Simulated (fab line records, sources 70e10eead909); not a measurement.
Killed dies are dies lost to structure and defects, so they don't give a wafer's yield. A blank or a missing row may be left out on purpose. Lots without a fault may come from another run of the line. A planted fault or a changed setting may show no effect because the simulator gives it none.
fab line records | flow nand_harc
record lots=23 wafers=69 last_day=25
route steps=1159 shown A_WL_FILL@832 A_CONTACT@858
lots that met no fault: from a run of the same line without faults
start_h: hours from the record's first day to the start of the lot's first wafer shown | wait_h: hours since the lot's step before | " the same as in the row above | L1.1+2: a row that stands for several wafers | - no value, or no start given | * or withheld: withheld | < > ~ a bound
route shown NAME@n: a module of which the file shows steps, and the number in the route of the first | usual: mean/standard deviation of fault-free wafers | same: alike in all rows | chamber/n: place in a boat | sites: the reading at each site | _std_site: their standard deviation | _edge_site: outer sites' mean less inner sites' | radius_mm: how far each site lies from the wafer's centre | mask NAME#n: copy n | behind: the tool/chamber that last shaped the wafer | hold: why the lot was held/for how many hours/how that ended | device: the transistor (n, p or np) that didn't switch | end of line: the same wafers' tests at the end of the route | a step without rows: its recipe alone | killed: dies lost to structure and defects at the first sort, not the wafer's yield | map: a wafer's dies, x killed, . not, _ none there
set.NAME: the setting as run; set.NAME@STEP: as run at that earlier step | model.NAME: the simulator's own value behind a step, which no gauge read
steps of the route over a sample of lots; a table a step, a row a wafer
services: from which hour (start_h, from the record's first day; less than 0 if before it) a tool's chamber was out of use, for how many hours, and why
## steps
# step NHARC_A_WL_FILL_ALD_19
# recipe target_thk_a=20 pulse_time_s=3 ald_cycles=100 temp_c=450 material=TiN
# usual heater_power_outer_w=670/74 heater_power_w=1055/86 precursor_pulse_height_rel=1.002/0.021
# columns lot.wafer tool chamber start_h wait_h heater_power_outer_w heater_power_w precursor_pulse_height_rel
L074.1 ald_metal-02 1 351.90 0.1 696 1134 0.998
L074.2 " 2 " " 646 988 1.011
L074.6 " 0 " " 727 1202 1.010
L075.2 ald_metal-04 2 367.90 0.1 660 1141 0.990
L075.4 " 3 " " 656 1067 1.005
L075.5 " 3 " " 676 1043 0.992
L076.3 ald_metal-04 1 370.89 0.1 672 1060 1.009
L076.1 " 2 " " 685 1109 1.024
L076.6 " 1 " " 685 1033 1.025
L077.2 ald_metal-04 1 380.52 0.1 674 1034 1.010
L077.4 " 0 " " 736 1063 0.978
L077.6 " 2 " " 661 1131 0.990
L081.4 ald_metal-03 0 390.45 0.1 495 865 0.971
L081.2 " 2 " " 682 1062 1.008
L081.5 " 0 " " 485 862 1.001
L078.1 ald_metal-04 3 393.62 0.1 683 1043 0.994
L078.4 " 0 " " 742 1074 0.979
L078.2 " 2 " " 682 1164 1.009
L084.1 ald_metal-03 1 420.79 0.1 622 1005 0.994
L084.2 " 2 " " 672 1031 0.965
L084.6 " 1 " " 619 1001 1.020
L082.1 ald_metal-04 0 420.80 0.1 728 1090 0.982
L082.3 " 1 " " 691 1101 1.003
L082.4 " 2 " " 640 1043 1.019
L080.1 ald_metal-03 0 428.41 0.1 481 872 0.998
L080.6 " 3 " " 735 1071 1.034
L080.5 " 0 " " 489 881 0.989
L083.4 ald_metal-02 3 433.68 0.1 770 1254 1.018
L083.3 " 1 " " 658 1100 0.947
L083.2 " 2 " " 633 974 1.002
L085.1 ald_metal-03 3 433.74 0.2 740 1079 1.018
L085.6 " 0 " " 481 849 1.006
L085.5 " 1 " " 610 1037 1.027
L091.3 ald_metal-03 1 458.54 0.1 624 1008 0.979
L091.1 " 2 " " 701 1038 1.016
L091.5 " 1 " " 622 1020 1.000
L086.2 ald_metal-03 3 461.19 0.1 740 1075 1.013
L086.4 " 1 " " 638 1024 0.998
L086.1 " 2 " " 696 1037 0.994
L087.3 ald_metal-02 1 461.21 0.1 687 1129 0.991
L087.2 " 2 " " 639 957 1.013
L087.4 " 3 " " 792 1246 0.958
L088.3 ald_metal-04 0 461.22 0.1 741 1066 1.012
L088.1 " 1 " " 719 1106 0.984
L088.4 " 2 " " 658 1062 1.018
L089.2 ald_metal-04 2 467.31 0.1 651 1083 1.057
L089.4 " 3 " " 644 1003 0.974
L089.6 " 2 " " 651 1083 0.984
L090.1 ald_metal-02 2 471.97 0.1 636 959 0.980
L090.4 " 3 " " 753 1255 1.065
L090.2 " 1 " " 657 1124 0.986
L092.4 ald_metal-03 2 471.98 0.1 688 1024 1.018
L092.2 " 0 " " 481 870 1.022
L092.5 " 2 " " 679 1052 1.008
L094.3 ald_metal-03 0 490.42 0.1 496 853 0.995
L094.1 " 1 " " 618 1020 1.010
L094.5 " 2 " " 690 1060 0.986
L096.1 ald_metal-04 1 490.48 0.2 688 1058 1.059
L096.6 " 2 " " 672 1055 1.004
L096.5 " 3 " " 656 1023 0.996
L093.2 ald_metal-04 1 493.84 0.1 707 1086 1.024
L093.3 " 2 " " 648 1053 0.995
L093.5 " 0 " " 727 1078 1.006
L097.4 ald_metal-02 3 505.36 0.1 783 1253 1.017
L097.2 " 0 " " 745 1130 1.007
L097.5 " 0 " " 727 1162 1.021
L095.1 ald_metal-04 2 505.38 0.1 668 1094 1.017
L095.4 " 3 " " 662 1013 1.017
L095.6 " 1 " " 692 1106 1.005
# step NHARC_A_CONTACT_ETCH_48
# recipe target_depth_a=390 over_etch_frac=0.3 time_s=65 ion_energy_ev=80 cf4_flow_sccm=150 ar_flow_sccm=0 rf_w=300 bias_w=100 chemistry=CF4
# usual chamber_pressure_mTorr=50.00/0.049 drypump_motor_current_A=5.8/0.3 oes_product_au=0.997/0.013 rf_vpp_V=151.2/1.4 showerhead_plenum_p_Torr=1.77/0.089 throttle_valve_pct=13.284/0.0089
# same time_s=65
# columns lot.wafer tool chamber start_h wait_h chamber_pressure_mTorr drypump_motor_current_A oes_product_au rf_hours_counter_h rf_vpp_V showerhead_plenum_p_Torr throttle_valve_pct
L074.2 rie_diel-06 1 370.92 0.1 50.01 5.8 1.003 20 151.1 1.77 13.284
L074.1 " 2 " " 50.01 5.6 0.984 23 150.9 1.85 13.283
L074.6 " 0 " " 50.00 5.4 0.983 - 150.3 1.69 13.291
L075.4 rie_diel-13 2 381.02 0.1 49.97 5.2 0.980 34 152.2 1.88 13.274
L075.2 " 0 " " 49.94 5.9 0.983 33 150.3 1.75 13.286
L075.5 " 2 " " 50.09 5.2 0.981 - 154.6 1.88 13.294
L076.3 rie_diel-06 2 388.71 0.1 50.01 5.6 1.009 27 151.6 1.85 13.281
L076.1 " 1 " " 50.10 5.8 0.989 24 152.0 1.76 13.292
L076.6 " 2 " " 49.96 5.6 1.003 - 152.4 1.85 13.285
L077.4 rie_diel-06 2 392.67 0.2 49.96 5.6 1.003 30 153.8 1.85 13.286
L077.2 " 3 " " 50.03 6.1 1.007 29 149.3 1.64 13.283
L077.6 " 2 " " 50.05 5.6 1.008 - 151.4 1.85 13.282
L081.2 rie_diel-06 1 400.85 0.1 50.03 5.8 1.005 28 150.8 1.76 13.277
L081.4 " 2 " " 49.96 5.6 1.015 32 153.6 1.85 13.297
L081.5 " 3 " " 49.95 6.1 1.015 - 148.0 1.64 13.284
L078.2 rie_diel-06 1 404.29 0.1 49.96 5.8 0.994 29 152.1 1.76 13.278
L078.4 " 2 " " 49.99 5.6 1.013 32 152.8 1.85 13.301
L078.1 " 3 " " 49.99 6.0 0.997 32 149.9 1.64 13.270
L082.1 rie_diel-06 2 430.62 0.1 49.99 5.6 1.009 0 150.6 1.85 13.286
L082.4 " 3 " " 50.01 6.1 0.990 0 152.7 1.91 13.278
L082.3 " 0 " " 50.03 5.4 1.002 0 148.9 1.69 13.286
L084.2 rie_diel-13 1 430.74 0.1 49.97 5.8 1.002 46 150.3 1.68 13.289
L084.1 " 3 " " 50.01 6.1 1.019 52 149.0 1.64 13.300
L084.6 " 0 " " 49.95 5.9 0.987 - 150.3 1.75 13.284
L080.1 rie_diel-13 1 438.04 0.1 49.97 5.8 1.009 49 150.2 1.68 13.298
L080.5 " 1 " " 50.02 5.8 1.015 - 149.8 1.68 13.287
L080.6 " 2 " " 49.89 5.2 0.987 - 153.3 1.88 13.285
L083.2 rie_diel-06 3 443.33 0.1 50.08 6.1 0.982 2 151.7 1.91 13.266
L083.4 " 0 " " 49.92 5.4 0.996 2 150.5 1.69 13.303
L083.3 " 1 " " 50.09 5.8 0.999 2 150.3 1.76 13.272
L085.1 rie_diel-06 2 443.66 0.3 50.05 5.6 1.005 2 152.7 1.85 13.287
L085.6 " 1 " " 49.96 5.8 1.012 - 150.8 1.76 13.288
L085.5 " 2 " " 50.10 5.6 1.007 - 153.4 1.85 13.284
L091.3 rie_diel-06 0 468.53 0.1 50.02 5.4 1.005 7 151.0 1.69 13.285
L091.1 " 3 " " 49.96 6.0 0.981 7 152.6 1.91 13.292
L091.5 " 1 " " 50.05 5.8 1.002 - 150.6 1.76 13.288
L087.3 rie_diel-06 1 470.72 0.1 49.93 5.8 1.013 7 151.1 1.76 13.279
L087.4 " 2 " " 50.06 5.6 1.011 6 153.4 1.85 13.297
L087.2 " 0 " " 50.02 5.4 0.992 8 150.0 1.69 13.305
L086.4 rie_diel-03 1 472.48 0.1 50.03 6.4 0.985 30 149.0 1.70 13.281
L086.2 " 2 " " 50.08 5.9 1.003 30 153.9 1.90 13.271
L086.1 " 3 " " 49.90 6.2 0.989 30 151.6 1.82 13.272
L088.4 rie_diel-06 3 475.12 0.1 49.91 6.1 0.976 8 153.1 1.91 13.284
L088.1 " 1 " " 49.99 5.8 1.005 8 150.5 1.76 13.262
L088.3 " 2 " " 49.91 5.6 0.991 7 151.8 1.85 13.281
L089.4 rie_diel-06 2 479.24 0.1 50.00 5.6 1.004 8 152.5 1.85 13.289
L089.2 " 1 " " 50.07 5.8 1.014 9 150.0 1.76 13.285
L089.6 " 3 " " 50.05 6.0 0.975 - 152.5 1.91 13.265
L090.4 rie_diel-03 0 490.70 0.1 49.95 6.1 1.001 35 149.2 1.69 13.299
L090.1 " 1 " " 50.05 6.4 0.980 35 150.1 1.70 13.284
L090.2 " 2 " " 50.01 5.9 1.007 36 152.4 1.90 13.278
L092.2 rie_diel-13 1 494.02 0.1 49.98 5.8 1.001 12 149.6 1.67 13.281
L092.4 " 2 " " 49.98 5.2 0.973 13 152.7 1.87 13.260
L092.5 " 0 " " 49.90 5.9 0.986 - 150.3 1.74 13.267
L094.3 rie_diel-13 0 501.01 0.1 49.95 5.9 0.984 15 151.6 1.74 13.297
L094.1 " 2 " " 50.06 5.2 0.991 17 152.9 1.87 13.283
L094.5 " 0 " " 49.98 5.9 0.986 - 151.0 1.74 13.285
L096.1 rie_diel-03 2 501.74 0.1 50.04 5.9 0.994 39 151.9 1.90 13.289
L096.5 " 0 " " 49.99 6.1 0.998 - 151.7 1.69 13.278
L096.6 " 1 " " 50.03 6.4 0.985 - 151.4 1.70 13.278
L093.3 rie_diel-03 3 506.65 0.1 50.01 6.2 0.973 40 151.8 1.81 13.284
L093.2 " 1 " " 50.02 6.4 0.997 40 150.0 1.70 13.278
L093.5 " 3 " " 50.01 6.2 0.972 - 152.9 1.81 13.283
L095.1 rie_diel-13 0 515.86 0.1 50.02 5.9 0.990 20 151.0 1.74 13.264
L095.4 " 1 " " 50.02 5.8 1.021 21 149.0 1.67 13.275
L095.6 " 1 " " 50.02 5.8 1.013 - 149.7 1.67 13.278
L097.4 rie_diel-03 1 516.76 0.1 50.00 6.4 0.986 45 150.8 1.70 13.291
L097.2 " 0 " " 49.97 6.1 0.990 45 150.2 1.69 13.290
L097.5 " 2 " " 50.00 5.9 0.997 - 152.0 1.90 13.269
# step NHARC_A_CONTACT_ETCH_76
# recipe target_depth_a=2600 over_etch_frac=0.3 time_s=475.3 ion_energy_ev=200 n2_flow_sccm=150 h2_flow_sccm=150 ar_flow_sccm=0 rf_w=400 bias_w=150 chemistry=N2/H2
# usual chamber_pressure_mTorr=30.000/0.028 drypump_motor_current_A=5.77/0.3 h2_flow_sccm=150.0/0.43 oes_product_au=0.999/0.014 rf_vpp_V=431/3.2 showerhead_plenum_p_Torr=2.05/0.11 throttle_valve_pct=14.172/0.0094
# same time_s=475.3
# columns lot.wafer tool chamber start_h wait_h chamber_pressure_mTorr drypump_motor_current_A h2_flow_sccm oes_product_au rf_hours_counter_h rf_vpp_V showerhead_plenum_p_Torr throttle_valve_pct
L074.2 rie_diel-03 0 - - 30.017 6.10 149.9 0.999 54 429 1.96 14.173
L074.1 " 3 " " 29.997 6.16 150.1 0.997 49 433 2.11 14.171
L074.6 " 2 " " 29.980 5.89 149.4 1.010 - 427 1.88 14.169
L075.4 rie_diel-06 1 - - 30.013 5.83 150.1 1.000 26 431 2.03 14.168
L075.2 " 3 " " 29.974 6.05 150.2 1.009 29 426 1.88 14.166
L075.5 " 0 " " 30.021 5.35 149.9 0.989 - 428 1.94 14.162
L076.3 rie_diel-13 3 - - 29.996 6.07 149.9 1.033 40 427 1.88 14.174
L076.1 " 0 " " 30.028 5.92 150.4 0.991 37 430 2.02 14.168
L076.6 " 1 " " 29.976 5.81 150.6 0.995 - 428 1.93 14.182
L077.2 rie_diel-13 2 - - 30.022 5.22 150.7 0.993 41 435 2.18 14.186
L077.4 " 1 " " 29.977 5.79 149.9 1.006 36 426 1.93 14.176
L077.6 " 3 " " 29.977 6.05 149.7 1.031 - 428 1.88 14.161
L081.4 rie_diel-06 2 - - 30.022 5.61 150.3 1.004 34 433 2.14 14.161
L081.2 " 1 " " 30.018 5.85 150.1 1.007 30 429 2.03 14.158
L081.5 " 2 " " 29.968 5.60 149.9 1.010 - 434 2.14 14.176
L078.4 rie_diel-06 0 - - 30.011 5.37 148.8 0.982 25 427 1.94 14.164
L078.2 " 1 " " 29.970 5.83 149.4 1.001 31 432 2.03 14.178
L078.1 " 2 " " 30.051 5.61 149.6 1.004 35 434 2.14 14.181
L082.4 rie_diel-06 1 - - 29.994 5.81 150.5 1.005 1 431 2.03 14.168
L082.1 " 3 " " 29.968 6.05 150.4 0.983 1 435 2.22 14.162
L082.3 " 0 " " 30.054 5.37 149.6 0.996 1 429 1.94 14.176
L084.1 rie_diel-03 0 - - 30.056 6.06 149.5 0.999 11 428 1.95 14.169
L084.2 " 1 " " 29.972 6.39 150.9 0.980 11 429 1.96 14.168
L084.6 " 3 " " 29.951 6.15 149.9 1.011 - 433 2.11 14.170
L080.1 rie_diel-06 1 - - 29.994 5.81 150.6 1.003 3 428 2.03 14.159
L080.6 " 0 " " 29.977 5.37 150.3 0.994 - 428 1.94 14.167
L080.5 " 1 " " 29.975 5.83 150.3 1.004 - 430 2.03 14.174
L083.2 rie_diel-06 3 - - 30.030 6.06 150.3 0.986 5 436 2.22 14.159
L083.4 " 0 " " 29.972 5.40 150.2 1.008 5 428 1.94 14.162
L083.3 " 1 " " 29.958 5.87 150.2 1.006 4 430 2.03 14.167
L085.1 rie_diel-06 0 - - 30.018 5.37 149.5 0.998 5 428 1.94 14.150
L085.6 " 3 " " 30.020 6.03 150.0 0.983 - 436 2.22 14.174
L085.5 " 0 " " 30.034 5.36 150.7 1.010 - 428 1.94 14.179
L091.1 rie_diel-06 1 - - 30.014 5.83 149.4 1.009 8 429 2.03 14.169
L091.3 " 2 " " 29.974 5.61 149.5 1.000 7 433 2.14 14.158
L091.5 " 1 " " 30.014 5.81 149.6 1.012 - 430 2.03 14.153
L087.3 rie_diel-06 3 - - 29.956 6.06 149.7 0.972 9 435 2.21 14.169
L087.4 " 1 " " 30.006 5.83 149.6 1.011 9 430 2.03 14.147
L087.2 " 2 " " 30.014 5.61 149.8 1.011 8 432 2.14 14.174
L086.1 rie_diel-13 3 - - 29.966 6.08 149.6 1.018 10 434 2.22 14.184
L086.4 " 0 " " 29.976 5.89 150.1 0.976 9 429 2.01 14.165
L086.2 " 2 " " 29.979 5.19 149.9 0.989 10 435 2.17 14.164
L088.4 rie_diel-06 1 - - 29.962 5.85 149.7 1.005 10 429 2.03 14.159
L088.3 " 3 " " 30.032 6.02 150.5 0.980 11 436 2.21 14.167
L088.1 " 0 " " 30.038 5.38 150.4 1.001 11 426 1.94 14.153
L089.4 rie_diel-06 2 - - 30.017 5.61 150.4 1.008 11 434 2.14 14.170
L089.2 " 0 " " 29.987 5.37 150.0 1.010 13 428 1.94 14.163
L089.6 " 3 " " 30.036 6.05 149.9 0.983 - 435 2.21 14.189
L090.1 rie_diel-13 0 - - 29.993 5.92 150.0 0.979 14 429 2.01 14.187
L090.4 " 1 " " 30.031 5.79 150.8 1.015 14 427 1.92 14.170
L090.2 " 2 " " 30.005 5.19 150.2 0.991 16 434 2.17 14.185
L092.2 rie_diel-13 0 - - 30.008 5.93 149.5 0.985 16 430 2.00 14.176
L092.4 " 3 " " 29.979 6.07 150.0 1.023 18 434 2.21 14.173
L092.5 " 1 " " 29.959 5.82 149.7 1.004 - 427 1.92 14.180
L094.1 rie_diel-03 1 - - 29.999 6.36 149.9 0.986 40 427 1.95 14.165
L094.3 " 2 " " 30.001 5.93 149.3 0.999 41 434 2.20 14.190
L094.5 " 0 " " 29.984 6.10 150.2 0.986 - 428 1.94 14.166
L096.1 rie_diel-06 3 - - 29.958 6.05 149.6 0.984 17 435 2.21 14.176
L096.5 " 0 " " 30.026 5.38 150.2 1.004 - 427 1.93 14.158
L096.6 " 1 " " 30.044 5.81 150.4 1.022 - 430 2.03 14.173
L093.3 rie_diel-13 1 - - 29.950 5.83 150.1 1.000 21 428 1.92 14.177
L093.2 " 2 " " 29.990 5.26 150.5 0.983 23 434 2.17 14.167
L093.5 " 1 " " 29.983 5.81 149.9 1.007 - 426 1.92 14.171
L095.4 rie_diel-13 0 - - 29.952 5.91 150.3 0.976 22 429 2.00 14.180
L095.1 " 2 " " 29.957 5.18 150.2 0.979 26 433 2.16 14.173
L095.6 " 0 " " 30.034 5.91 150.4 0.985 - 428 2.00 14.156
L097.4 rie_diel-06 3 - - 29.963 6.05 151.2 0.995 19 435 2.21 14.179
L097.2 " 1 " " 29.992 5.83 150.5 1.029 18 431 2.03 14.181
L097.5 " 2 " " 29.992 5.59 149.8 1.010 - 433 2.14 14.177
# step NHARC_A_CONTACT_ETCH_127
# recipe source_w=withheld pressure_mtorr=20 bias_v=1200 time_s=155 target_depth_a=9560 ar_flow_sccm=withheld c4f8_flow_sccm=withheld o2_flow_sccm=withheld chemistry=C4F8/O2/Ar
# usual chamber_pressure_mTorr=20.000/0.017
# same time_s=155
# columns lot.wafer tool chamber start_h wait_h chamber_pressure_mTorr rf_hours_counter_h
L074.1 har_cap_etch-03 0 382.81 0.1 19.963 79
L074.2 " 1 " " 20.028 79
L074.6 " 1 " " 20.005 -
L075.2 har_cap_etch-01 0 393.09 0.1 20.016 59
L075.4 " 0 " " 20.012 -
L075.5 " 0 " " 19.985 -
L076.1 har_cap_etch-01 0 399.08 0.1 19.984 60
L076.3 " 0 " " 20.012 -
L076.6 " 0 " " 20.023 -
L077.2 har_cap_etch-01 1 402.57 0.1 19.980 61
L077.4 " 1 " " 20.012 -
L077.6 " 1 " " 20.007 -
L081.2 har_cap_etch-03 1 409.72 0.1 19.997 86
L081.4 " 0 " " 20.037 -
L081.5 " 1 " " 19.975 -
L078.2 har_cap_etch-01 1 413.06 0.1 20.050 64
L078.1 " 0 " " 20.010 64
L078.4 " 1 " " 19.995 -
L082.1 har_cap_etch-02 1 439.12 0.1 20.026 16
L082.4 " 1 " " 20.005 -
L082.3 " 0 " " 20.015 -
L084.2 har_cap_etch-03 1 439.41 0.1 20.004 89
L084.1 " 0 " " 19.995 89
L084.6 " 0 " " 20.002 -
L080.1 har_cap_etch-01 1 446.78 0.1 19.974 69
L080.6 " 1 " " 19.999 -
L080.5 " 0 " " 19.995 -
L083.2 har_cap_etch-03 1 453.19 0.1 20.003 91
L083.3 " 0 " " 20.005 -
L083.4 " 1 " " 20.002 -
L085.1 har_cap_etch-02 1 453.58 0.1 19.993 19
L085.5 " 0 " " 20.003 -
L085.6 " 1 " " 19.996 -
L091.1 har_cap_etch-01 1 478.01 0.1 19.990 73
L091.3 " 1 " " 20.027 -
L091.5 " 0 " " 20.027 -
L087.2 har_cap_etch-03 1 479.17 0.1 19.939 95
L087.4 " 1 " " 20.027 -
L087.3 " 0 " " 20.003 -
L086.2 har_cap_etch-01 1 484.68 0.1 19.966 74
L086.1 " 0 " " 20.003 74
L086.4 " 1 " " 19.972 -
L088.1 har_cap_etch-03 1 486.62 0.2 19.979 96
L088.4 " 0 " " 20.008 -
L088.3 " 1 " " 19.960 -
L089.2 har_cap_etch-02 1 492.72 0.1 20.005 25
L089.4 " 1 " " 20.014 -
L089.6 " 0 " " 20.018 -
L090.1 har_cap_etch-02 1 500.95 0.1 19.992 28
L090.2 " 0 " " 19.974 28
L090.4 " 1 " " 20.008 -
L092.2 har_cap_etch-02 0 503.60 0.1 20.019 29
L092.4 " 1 " " 19.974 -
L092.5 " 0 " " 20.003 -
L094.1 har_cap_etch-03 1 510.46 0.2 19.996 101
L094.3 " 0 " " 19.986 -
L094.5 " 0 " " 19.996 -
L096.1 har_cap_etch-01 1 510.73 0.1 19.954 80
L096.5 " 1 " " 20.027 -
L096.6 " 0 " " 19.994 -
L093.2 har_cap_etch-02 1 515.20 0.1 19.986 31
L093.3 " 0 " " 19.972 -
L093.5 " 0 " " 19.989 -
L095.1 har_cap_etch-01 1 524.43 0.1 19.982 83
L095.4 " 0 " " 20.018 -
L095.6 " 0 " " 20.010 -
L097.2 har_cap_etch-03 0 525.82 0.1 20.023 104
L097.4 " 0 " " 20.012 -
L097.5 " 1 " " 19.995 -
# step NHARC_A_CONTACT_ETCH_131
# recipe source_w=withheld pressure_mtorr=20 bias_v=1200 time_s=155 target_depth_a=9560 ar_flow_sccm=withheld c4f8_flow_sccm=withheld o2_flow_sccm=withheld chemistry=C4F8/O2/Ar
# usual chamber_pressure_mTorr=19.999/0.017
# same time_s=155
# columns lot.wafer tool chamber start_h wait_h chamber_pressure_mTorr rf_hours_counter_h
L074.1 har_cap_etch-03 0 383.37 0.1 20.014 80
L074.2 " 1 " " 20.001 80
L074.6 " 1 " " 19.986 -
L075.2 har_cap_etch-01 0 393.66 0.1 19.976 59
L075.4 " 0 " " 20.009 -
L075.5 " 0 " " 19.996 -
L076.1 har_cap_etch-01 0 399.65 0.1 19.999 60
L076.3 " 0 " " 20.004 -
L076.6 " 0 " " 20.016 -
L077.2 har_cap_etch-01 1 403.15 0.1 19.980 62
L077.4 " 1 " " 19.983 -
L077.6 " 1 " " 19.972 -
L081.2 har_cap_etch-03 1 410.29 0.1 20.034 86
L081.4 " 0 " " 19.978 -
L081.5 " 1 " " 20.004 -
L078.2 har_cap_etch-01 1 413.62 0.1 20.002 64
L078.1 " 0 " " 20.003 64
L078.4 " 1 " " 20.005 -
L082.1 har_cap_etch-02 1 439.69 0.1 19.988 17
L082.4 " 1 " " 19.981 -
L082.3 " 0 " " 19.966 -
L084.2 har_cap_etch-03 1 439.98 0.1 20.023 89
L084.1 " 0 " " 20.022 89
L084.6 " 0 " " 20.002 -
L080.1 har_cap_etch-01 1 447.35 0.1 19.947 70
L080.6 " 1 " " 19.990 -
L080.5 " 0 " " 20.011 -
L083.2 har_cap_etch-03 1 453.76 0.1 20.003 92
L083.3 " 0 " " 20.024 -
L083.4 " 1 " " 20.033 -
L085.1 har_cap_etch-02 1 459.02 0.1 20.022 20
L085.5 " 0 " " 19.988 -
L085.6 " 1 " " 19.985 -
L091.1 har_cap_etch-01 1 478.58 0.1 19.978 73
L091.3 " 1 " " 20.033 -
L091.5 " 0 " " 19.984 -
L087.2 har_cap_etch-03 1 479.73 0.1 19.990 95
L087.4 " 1 " " 20.026 -
L087.3 " 0 " " 20.026 -
L086.2 har_cap_etch-01 1 485.25 0.1 19.981 75
L086.1 " 0 " " 20.001 75
L086.4 " 1 " " 19.982 -
L088.1 har_cap_etch-03 1 487.38 0.2 20.003 96
L088.4 " 0 " " 20.009 -
L088.3 " 1 " " 20.027 -
L089.2 har_cap_etch-02 1 493.29 0.1 19.981 26
L089.4 " 1 " " 19.993 -
L089.6 " 0 " " 19.997 -
L090.1 har_cap_etch-02 1 501.52 0.1 19.996 28
L090.2 " 0 " " 20.011 28
L090.4 " 1 " " 19.988 -
L092.2 har_cap_etch-02 0 504.16 0.1 19.982 30
L092.4 " 1 " " 19.981 -
L092.5 " 0 " " 20.006 -
L094.1 har_cap_etch-03 1 511.22 0.2 19.985 102
L094.3 " 0 " " 20.055 -
L094.5 " 0 " " 20.003 -
L096.1 har_cap_etch-01 1 511.29 0.1 20.006 81
L096.5 " 1 " " 19.996 -
L096.6 " 0 " " 19.979 -
L093.2 har_cap_etch-02 1 515.77 0.1 20.004 32
L093.3 " 0 " " 20.006 -
L093.5 " 0 " " 20.014 -
L095.1 har_cap_etch-01 1 525.00 0.1 20.016 84
L095.4 " 0 " " 20.006 -
L095.6 " 0 " " 19.992 -
L097.2 har_cap_etch-03 0 526.38 0.1 19.997 104
L097.4 " 0 " " 20.005 -
L097.5 " 1 " " 19.974 -
# step NHARC_A_CONTACT_ETCH_133
# recipe source_w=withheld pressure_mtorr=20 bias_v=400 time_s=195 target_depth_a=8400 ar_flow_sccm=withheld c4f8_flow_sccm=11.5 o2_flow_sccm=7.2 chemistry=C4F8/O2/Ar
# usual chamber_pressure_mTorr=19.999/0.019
# same time_s=195
# columns lot.wafer tool chamber start_h wait_h chamber_pressure_mTorr rf_hours_counter_h
L074.1 har_cap_etch-03 0 383.66 0.1 19.962 80
L074.2 " 1 " " 19.997 80
L074.6 " 1 " " 19.982 -
L075.2 har_cap_etch-01 0 393.96 0.1 19.980 59
L075.4 " 0 " " 19.998 -
L075.5 " 0 " " 19.974 -
L076.1 har_cap_etch-01 0 399.93 0.1 20.005 61
L076.3 " 0 " " 19.991 -
L076.6 " 0 " " 20.003 -
L077.2 har_cap_etch-01 1 403.45 0.1 20.026 62
L077.4 " 1 " " 20.019 -
L077.6 " 1 " " 19.970 -
L081.2 har_cap_etch-03 1 410.60 0.1 20.015 86
L081.4 " 0 " " 19.988 -
L081.5 " 1 " " 20.003 -
L078.2 har_cap_etch-01 1 413.91 0.1 20.052 65
L078.1 " 0 " " 19.989 65
L078.4 " 1 " " 19.996 -
L082.1 har_cap_etch-02 1 439.97 0.1 19.995 17
L082.4 " 1 " " 19.975 -
L082.3 " 0 " " 19.994 -
L084.2 har_cap_etch-03 1 440.27 0.1 19.998 90
L084.1 " 0 " " 19.999 90
L084.6 " 0 " " 19.979 -
L080.1 har_cap_etch-01 1 447.63 0.1 20.007 70
L080.6 " 1 " " 19.983 -
L080.5 " 0 " " 20.032 -
L083.2 har_cap_etch-03 1 454.07 0.1 20.008 92
L083.3 " 0 " " 20.009 -
L083.4 " 1 " " 20.019 -
L085.1 har_cap_etch-02 1 459.33 0.1 20.018 20
L085.5 " 0 " " 19.973 -
L085.6 " 1 " " 20.012 -
L091.1 har_cap_etch-01 1 478.89 0.1 20.003 74
L091.3 " 1 " " 19.968 -
L091.5 " 0 " " 20.001 -
L087.2 har_cap_etch-03 1 480.02 0.1 19.994 95
L087.4 " 1 " " 19.995 -
L087.3 " 0 " " 20.015 -
L086.2 har_cap_etch-01 1 485.53 0.1 19.977 75
L086.1 " 0 " " 20.034 75
L086.4 " 1 " " 19.983 -
L088.1 har_cap_etch-03 1 487.79 0.2 19.978 97
L088.4 " 0 " " 20.002 -
L088.3 " 1 " " 19.981 -
L089.2 har_cap_etch-02 1 493.60 0.1 19.996 26
L089.4 " 1 " " 20.023 -
L089.6 " 0 " " 20.038 -
L090.1 har_cap_etch-02 1 501.81 0.1 20.013 28
L090.2 " 0 " " 20.034 28
L090.4 " 1 " " 19.982 -
L092.2 har_cap_etch-02 0 504.47 0.1 20.014 30
L092.4 " 1 " " 19.989 -
L092.5 " 0 " " 19.983 -
L096.1 har_cap_etch-01 1 511.58 0.1 19.980 81
L096.5 " 1 " " 20.016 -
L096.6 " 0 " " 20.004 -
L094.1 har_cap_etch-03 1 511.60 0.2 20.012 102
L094.3 " 0 " " 20.013 -
L094.5 " 0 " " 19.998 -
L093.2 har_cap_etch-02 1 516.08 0.1 20.007 32
L093.3 " 0 " " 20.024 -
L093.5 " 0 " " 19.995 -
L095.1 har_cap_etch-01 1 525.28 0.1 20.019 84
L095.4 " 0 " " 19.958 -
L095.6 " 0 " " 20.009 -
L097.2 har_cap_etch-03 0 526.66 0.1 19.995 104
L097.4 " 0 " " 19.979 -
L097.5 " 1 " " 20.039 -
## services
# columns tool chamber start_h hours kind
ald_metal-02 - 335.52 1.2 repair
ald_metal-04 2 340.76 3.0 repair
ald_metal-03 3 343.46 7.3 repair
rie_diel-06 0 348.46 - clean
rie_diel-06 1 348.46 - clean
rie_diel-06 2 348.46 - clean
rie_diel-06 3 348.46 - clean
rie_diel-06 1 349.60 10.7 repair
rie_diel-06 0 361.18 5.0 repair
ald_metal-02 - 364.00 10.0 pm
rie_diel-06 0 372.96 - clean
rie_diel-06 1 372.96 - clean
rie_diel-06 2 372.96 - clean
rie_diel-06 3 372.96 - clean
rie_diel-03 1 373.11 22.4 repair
rie_diel-03 - 392.36 9.0 pm
ald_metal-04 - 406.00 10.0 pm
rie_diel-06 - 418.20 9.0 pm
rie_diel-13 - 453.37 9.0 pm
ald_metal-04 2 454.97 3.7 repair
ald_metal-03 - 461.90 4.2 repair
rie_diel-13 - 470.70 1.6 repair
rie_diel-06 2 492.00 16.2 repair
ald_metal-03 - 500.00 10.0 pm
## key
fault none
